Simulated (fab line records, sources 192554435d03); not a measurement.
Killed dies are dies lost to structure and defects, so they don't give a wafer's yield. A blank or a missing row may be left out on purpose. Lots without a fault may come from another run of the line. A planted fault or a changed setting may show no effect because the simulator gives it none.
Problem report in the 8D (eight disciplines) form, filled by code | flow n5_finfet | the parts of the form that need people (team, actions taken, sign-off) are left out

1. THE PROBLEM
raw_defect_count at N5_BEOL_M4_INSPECT_59 reads a mean of 752 on 2 wafers of 1 lot; wafers without a fault read 74 with a standard deviation of 28. That is +24 standard deviations from the usual mean.
The step: inspects for defects (darkfield).
First seen on wafer L155.2, day 13 11:25, on defect_inspect-02. The record holds 26 wafers of 9 lots with a number at this step. Rule for "out", or "out of limits": more than 4 standard deviations from the usual mean. The other wafers with a number count as sound.

2. WHAT IT IS AND WHAT IT IS NOT
question                    | is                | is not
which readings at this step | raw_defect_count  | -
which lots                  | L155              | L140, L141, L142, L147, L157, L160, L162, L163
which wafers of those lots  | L155.2, L155.5    | L155.3
read on which gauges        | defect_inspect-02 | defect_inspect-01
when                        | from day 13 11:25 | up to then (12 sound wafers); but 12 sound wafers of L157, L160, L162, L163 came after

3. SUSPECTS, AND WHAT RULES EACH OUT
Counting: a tool at a process step up to the reading stays a suspect if it ran every lot that is out. Sound lots after the first of them don't rule it out here, since some wafers of a struck lot are sound.
- the gauge at N5_BEOL_M4_INSPECT_59: ruled out. All the wafers that are out were read on defect_inspect-02, but those of them that N5_PASSIVATION_PROBE_49 has rows for are out there too, on other tools.
- pvd_sputter-02 at N5_BEOL_M4_SPUTTER_92 (material Cu, target thk 4.5 nm, time 8.29 s): kept. It ran the lot that is out, L155 (day 13 09:54); its last sound lot up to then is L147 (day 10 18:10).
- cvd_co-02 at N5_BEOL_M4_CO_CAP_55 (material Co, precursor CCTBA/H2, target thk 2 nm, time 102.1 s): kept. It ran the lot that is out, L155 (day 13 11:12); its last sound lot up to then is L147 (day 10 19:28).
- Within cvd_co-02 at N5_BEOL_M4_CO_CAP_55: the wafers that are out ran in chamber 2; their sound lot-mates ran in chamber 0.
Left after counting: pvd_sputter-02 at N5_BEOL_M4_SPUTTER_92, cvd_co-02 at N5_BEOL_M4_CO_CAP_55.

4. THE CAUSE (what the simulator had put in)
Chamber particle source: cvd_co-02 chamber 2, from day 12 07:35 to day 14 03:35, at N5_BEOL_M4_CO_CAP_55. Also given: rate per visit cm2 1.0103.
Counting left 2 suspects, and this tool is among them.

5. THE CHAIN OF EFFECTS, in route order
Each row: a reading whose mean over the struck wafers that have a number lies more than 3 standard deviations from the usual. Only readings for which the record gives a usual standard deviation are gone through. hours: the time from each lot's start at the first step in this table that gives one to its start at this step, as a median over the lots. sigmas: the change in usual standard deviations.
hours | step                    | reading              | usual  | on struck wafers | change | sigmas
0     | N5_BEOL_M4_INSPECT_59   | raw_defect_count     | 74     | 752              | +678   | +24
4     | N5_BEOL_M5_INSPECT_13   | raw_defect_count     | 434    | 1002             | +568   | +6.3
110   | N5_PASSIVATION_PROBE_49 | defect_limited_yield | 91.2 % | 83.5             | -7.8   | -5.5
110   | N5_PASSIVATION_PROBE_49 | killed_at_M4_up      | 14     | 124              | +110   | +20
110   | N5_PASSIVATION_PROBE_49 | killed_dies          | 103    | 196              | +92    | +5.4
110   | N5_PASSIVATION_PROBE_49 | killed_on_rim        | 14     | 28               | +14    | +3.9
110   | N5_PASSIVATION_PROBE_49 | sort_bin_5_function  | 5.1 %  | 9.9              | +4.8   | +5.3
110   | N5_PASSIVATION_PROBE_49 | sort_n_pass          | 1077   | 984              | -92    | -5.4
110   | N5_PASSIVATION_PROBE_49 | sort_yield_pct       | 91.2 % | 83.5             | -7.8   | -5.5
The process steps in it:
- N5_PASSIVATION_PROBE_49
Later measuring or inspecting steps at which every struck wafer that the step has a row for has a number for every such reading, and none has moved that far: N5_BEOL_M4_RC_MEAS_101.

6. WHAT WOULD HAVE CAUGHT IT SOONER
In this record the first reading out of limits at a measuring or inspecting step was taken at day 13 11:25, 28 hours after the fault began at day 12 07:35.
Of the tool readings at N5_BEOL_M4_CO_CAP_55 for which the record gives a usual standard deviation, none was out on any struck wafer, so an alarm limit of 4 standard deviations on them would not have fired.
All the lots that are out (1) had begun N5_BEOL_M4_CO_CAP_55 on cvd_co-02 by day 13 11:25. A hold on the tool at that time would have spared none of them.
